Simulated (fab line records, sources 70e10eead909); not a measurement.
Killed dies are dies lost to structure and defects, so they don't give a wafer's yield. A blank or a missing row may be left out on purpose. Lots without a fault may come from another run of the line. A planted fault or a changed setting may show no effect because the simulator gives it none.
Chamber matching | flow nand_harc | NHARC_A_STAIRCASE_TRIM_20 on rie_diel-11: 4 sister chambers
The step chemistry O2, time 211.2 s. 4 wafers are shown with their chamber, then 8 later ones without.

WAFERS WITH THEIR CHAMBER
wafer  | chamber | showerhead_plenum_p_Torr (Torr)
L080.1 | 2       | 3.34
L079.5 | 0       | 3.47
L079.6 | 1       | 3.62
L089.2 | 3       | 3.40

WAFERS WITHOUT THEIR CHAMBER
wafer  | showerhead_plenum_p_Torr (Torr)
L089.3 | 3.46
L089.5 | 3.33
L088.3 | 3.40
L088.5 | 3.33
L088.6 | 3.40
L092.1 | 3.32
L092.2 | 3.39
L092.4 | 3.61

WHICH CHAMBER EACH WENT THROUGH
wafer  | from the rows above | in truth
L089.3 | 0                   | 0
L089.5 | 2                   | 2
L088.3 | 3                   | 3
L088.5 | 2                   | 2
L088.6 | 3                   | 3
L092.1 | 2                   | 2
L092.2 | 3                   | 3
L092.4 | 1                   | 1
Placed correctly: 8 of 8. Can't be placed from these rows: 0. Placed wrongly: 0.
How it was worked out, from the rows above alone: a wafer's distance from a chamber is the root of the sum, over the readings, of the square of ((its reading less the chamber's mean) divided by the reading's scatter). The wafer belongs to the nearest chamber; if the next one is less than 2 further off, it can't be placed. A chamber's mean is the mean of its shown wafers. The scatter: with one shown wafer a chamber, the root of the mean of the squares of how far each hidden wafer lies from its nearest shown one.
